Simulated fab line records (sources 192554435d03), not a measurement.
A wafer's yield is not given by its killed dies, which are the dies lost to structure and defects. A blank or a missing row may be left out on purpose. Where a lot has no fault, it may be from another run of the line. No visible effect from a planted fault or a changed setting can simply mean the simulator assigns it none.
A struck lot beside a sound one	flow n5Finfet	43 out of 1938 route steps
Sound: wafers L282.2, L282.3, L282.5. Struck: wafer L290.3 (left out: L290.2, L290.6 of the same lot, which were not struck); the cause appears at the end.
Order at every step that has rows: each side's tool, ch and its chambers, its first start. Under that, the readings that differ: sound wafers	struck wafers	difference of the means	sigmas: that difference in standard deviations of wafers without a fault.
alike: words and numbers the same on both sides, and readings whose means are apart by under 2 such deviations; not compared: readings that were withheld, readings missing a value for some wafer, numbers with overlapping values and no deviation given by the record, and bounds like >300 which may hide the same value.
A row with sigmas, a row that says differs or no value, or rows on one side alone: a step with any of these is where the two part. When numbers do not overlap yet have no deviation, they are printed without sigmas and do not part them. Lack of a reading on every wafer of one side parts them only where that side has two or more wafers.

first, 7 steps without rows for these wafers: N5_BEOL_M1_COAT_76 (time 60 s, resist thk 5 nm); N5_BEOL_M1_COAT_22 (resist thk 30 nm); N5_BEOL_M1_EBR_24; N5_BEOL_M1_SOFTBAKE_23 (time 60 s); N5_BEOL_M1_EXPOSE_25 (exposes mask V0, defocus 5 nm, target cd 24 nm); N5_BEOL_M1_PEB_26 (peb time 60 s); N5_BEOL_M1_DEVELOP_27 (develop time 30 s).
N5_BEOL_M1_CD_MEAS_28: target cd y 23.3 nm.
  sound on cdSem-02 ch 0, day 6 05:58; struck on cdSem-01 ch 0, day 8 00:07
  alike: cdNm
N5_BEOL_M1_OVL_MEAS_29:
  sound on overlay-02 ch 0, day 6 06:01; struck on overlay-02 ch 0, day 8 00:09
  alike: V0_OVL
N5_BEOL_M1_INSPECT_30: inspects for defects (brightfield).
  sound on defectInspect-02 at day 6 06:04; struck on defectInspect-02 at day 8 00:12
  alike: rawDefectCount
then, 2 steps without rows for these wafers: N5_BEOL_M1_DESCUM_33 (chemistry O2, time 7 s); N5_BEOL_M1_ETCH_77 (etches underlayer in N2/H2, target depth 6.5 nm, time 5.2 s).
N5_BEOL_M1_ETCH_69: etches SiARC in CF4, target depth 15.6 nm, time 26 s.
  sound on rieDiel-03 ch 0,3, day 6 06:09; struck on rieDiel-03 ch 2, day 8 00:19
reading	sound	struck	difference	sigmas
drypumpMotorCurrentA (A)	5.9 6.7 6.8	4.9	-1.6	-3
oesProductAu (a.u.)	0.61 0.66 0.66	0.78	+0.14	+2
  alike: etchRfOnTimeS, rfVppV, showerheadPlenumPTorr, throttleValvePct
  not compared: rfHoursCounterH
then, 2 steps without rows for these wafers: N5_BEOL_M1_ALD_98 (deposits SiO2, target thk 2.5 nm, pulse time 1 s, co reactant pulse time 1 s); N5_BEOL_M1_ETCHBACK_99 (etches SiO2 in CHF3, target depth 5 nm, time 10.4 s).
N5_BEOL_M1_ETCH_70: etches SOC in N2/H2, target depth 80 nm, overetch 16 nm, time 120 s.
  sound on rieDiel-02 ch 0,1, day 6 10:23; struck on rieDiel-02 ch 1, day 8 05:35
  alike: drypumpMotorCurrentA, oesProductAu, rfVppV, showerheadPlenumPTorr, throttleValvePct
  not compared: rfHoursCounterH
then, 6 steps without rows for these wafers: N5_BEOL_M1_STRIP_71 (strips in N2/H2); N5_BEOL_M1_STRIP_78 (strips in N2/H2); N5_BEOL_M1_VIA_ETCH_34 (etches the open film in C4F6/O2, target depth 67.8 nm, time 64.4 s); N5_BEOL_M1_STRIP_83 (strips in C4F6/O2); N5_BEOL_M1_STRIP_36 (strips in N2/H2); N5_BEOL_M1_TRENCH_ETCH_37 (etches SiOC in C4F6/O2, target depth 55.207 nm, time 29 s).
N5_BEOL_M1_ETCH_41: etches SiCN in CH3F/O2, target depth 31.9 nm, time 57.8 s.
  sound: rieDiel-02 ch 0,1; struck: rieDiel-02 ch 1
  alike: drypumpMotorCurrentA, oesProductAu, rfVppV, showerheadPlenumPTorr, throttleValvePct
  not compared: rfHoursCounterH
then, 1 step without rows for these wafers: N5_BEOL_M1_STRIP_97 (strips in N2/H2, time 10 s).
N5_BEOL_M1_OCD_MEAS_38:
  sound on ocd-01 at day 6 10:44; struck on ocd-02 at day 8 05:57
  alike: trenchDepthNm
then, 4 steps without rows for these wafers: N5_BEOL_M1_HM_STRIP_39 (strips TiN in peroxide tin strip, target depth 25 nm, time 158 s); N5_BEOL_M1_SRD_40 (time 30 s); N5_BEOL_M1_PRECLEAN_42 (cleans in residue remover, time 60 s); N5_BEOL_M1_SRD_43 (time 30 s).
N5_BEOL_M1_CD_MEAS_35: target cd 18 nm, target cd y 21 nm.
  sound on cdSem-03 at day 6 10:54; struck on cdSem-03 at day 8 06:12
  alike: cdNm
N5_BEOL_M1_DEGAS_44: time 60 s.
  sound on pvdSputter-02 at day 6 11:11; struck on pvdSputter-01 at day 8 06:43
reading	sound	struck	difference	sigmas
heaterPowerW (W)	356 349 360	301	-54	-2
then, 2 steps without rows for these wafers: N5_BEOL_M1_PRE_CLEAN_45 (time 30 s); N5_BEOL_M1_ALD_84 (deposits TaN, pulse time 2 s, purge time 3 s, co reactant purge time 2 s).
N5_BEOL_M1_SURFACE_TREAT_85:
  sound on pvdSputter-02 at day 6 11:35; struck on pvdSputter-01 at day 8 07:09
  alike: arFlowSccm
  not compared: throttleValvePct
then, 3 steps without rows for these wafers: N5_BEOL_M1_CVD_47 (deposits Co from CCTBA/H2, target thk 3 nm, time 223.8 s); N5_BEOL_M1_SPUTTER_48 (material Cu, target thk 4.5 nm, time 8.29 s); N5_BEOL_M1_ANNEAL_49 (time 240 s).
N5_BEOL_M1_SPUTTER_79: material Cu, target thk 4.5 nm, time 8.29 s.
  sound on pvdSputter-03 at day 6 12:14; struck on pvdSputter-03 at day 8 07:59
  alike: throttleValvePct
then, 4 steps without rows for these wafers: N5_BEOL_M1_ANNEAL_80 (time 240 s); N5_BEOL_M1_SPUTTER_81 (material Cu, target thk 4.5 nm, time 8.29 s); N5_BEOL_M1_ANNEAL_82 (time 240 s); N5_BEOL_M1_SPUTTER_86 (material Cu, target thk 4.5 nm, time 8.29 s).
-- record jumps: 6 days separate the struck wafers' starts on either side; left off in module BEOL_M1, taken up again in module PASSIVATION, whose first shown step is the route's number 1936 --
N5_PASSIVATION_PROBE_49:
  rows exist in the record for the struck wafers here (prober-01, day 13 22:24), but not for the sound ones

WHERE THEY PART
Earliest at N5_BEOL_M1_ETCH_69; latest, in this record, at N5_PASSIVATION_PROBE_49.

WHY: what the simulator had put in
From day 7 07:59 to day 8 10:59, rieDiel-03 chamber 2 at N5_BEOL_M1_ETCH_69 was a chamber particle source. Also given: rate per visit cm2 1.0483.
